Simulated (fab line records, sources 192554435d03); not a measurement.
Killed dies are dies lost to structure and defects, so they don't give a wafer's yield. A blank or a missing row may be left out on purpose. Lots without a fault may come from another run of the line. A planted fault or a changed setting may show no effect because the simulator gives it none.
Problem report in the 8D (eight disciplines) form, filled by code | flow n5_finfet | the parts of the form that need people (team, actions taken, sign-off) are left out

1. THE PROBLEM
rf_fwd_power_W at N5_BEOL_M8_VIA_ETCH_34 reads a mean of 424.8 W on 6 wafers of 2 lots; wafers without a fault read 341.5 W with a standard deviation of 1.6. That is +52 standard deviations from the usual mean.
The step: etches SiCOH lowk in C4F6/O2, target depth 125.5 nm, time 50.5 s.
First seen on wafer L477.4, day 13 03:28, on rie_diel-04. The record holds 17 wafers of 6 lots with a number at this step. Rule for "out", or "out of limits": more than 4 standard deviations from the usual mean. The other wafers with a number count as sound.

2. WHAT IT IS AND WHAT IT IS NOT
question                    | is                     | is not
which readings at this step | rf_fwd_power_W         | drypump_motor_current_A, oes_ar_750_au, oes_product_au, showerhead_plenum_p_Torr, throttle_valve_pct
which lots                  | L477, L480             | L472, L479, L485, L487
which wafers of those lots  | all that have a number | -
read on which tools         | rie_diel-04            | rie_diel-05, rie_diel-06
when                        | from day 13 03:28      | up to then (3 sound wafers); but 8 sound wafers of L479, L485, L487 came after

3. SUSPECTS, AND WHAT RULES EACH OUT
Counting: a tool at a process step up to the reading stays a suspect if it ran every lot that is out and no sound lot after the first of them.
- rie_diel-04 at N5_BEOL_M8_DESCUM_33 (chemistry O2, time 7 s): ruled out as a lasting fault. Sound lots L487 ran on it after its first lot that is out, L477 (day 13 03:17).
- rie_diel-04 at N5_BEOL_M8_ETCH_72 (etches underlayer in N2/H2, target depth 6.5 nm, time 5.2 s): ruled out as a lasting fault. Sound lots L487 ran on it after its first lot that is out, L477 (day 13 03:19).
- rie_diel-04 at N5_BEOL_M8_ETCH_65 (etches SiARC in CF4, target depth 15.6 nm, time 26 s): ruled out as a lasting fault. Sound lots L487 ran on it after its first lot that is out, L477 (day 13 03:20).
- rie_diel-04 at N5_BEOL_M8_ETCH_66 (etches SOC in N2/H2, target depth 80 nm, overetch 16 nm, time 120 s): ruled out as a lasting fault. Sound lots L487 ran on it after its first lot that is out, L477 (day 13 03:22).
- rie_diel-04 at N5_BEOL_M8_VIA_ETCH_34 (etches SiCOH lowk in C4F6/O2, target depth 125.5 nm, time 50.5 s): ruled out as a lasting fault. Sound lots L487 ran on it after its first lot that is out, L477 (day 13 03:28).
Left after counting: nothing in the record.

4. THE CAUSE (what the simulator had put in)
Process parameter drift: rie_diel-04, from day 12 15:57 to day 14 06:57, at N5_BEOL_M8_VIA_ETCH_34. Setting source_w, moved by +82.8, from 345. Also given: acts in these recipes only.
Counting ruled it out, wrongly.

5. THE CHAIN OF EFFECTS, in route order
Each row: a reading whose mean over the struck wafers that have a number lies more than 3 standard deviations from the usual. Only readings for which the record gives a usual standard deviation are gone through. hours: the time from each lot's start at the first step in this table that gives one to its start at this step, as a median over the lots. sigmas: the change in usual standard deviations.
hours | step                   | reading        | usual   | on struck wafers | change | sigmas
0     | N5_BEOL_M8_VIA_ETCH_34 | rf_fwd_power_W | 341.5 W | 424.8            | +83.3  | +52
0     | N5_BEOL_M8_VIA_ETCH_34 | rf_vpp_V       | 673 V   | 613              | -60    | -3.7
The process steps in it:
- N5_BEOL_M8_VIA_ETCH_34: etches SiCOH lowk in C4F6/O2, target depth 125.5 nm, time 50.5 s.

6. WHAT WOULD HAVE CAUGHT IT SOONER
In this record the first reading out of limits was taken at day 13 03:28, 12 hours after the fault began at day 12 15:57.
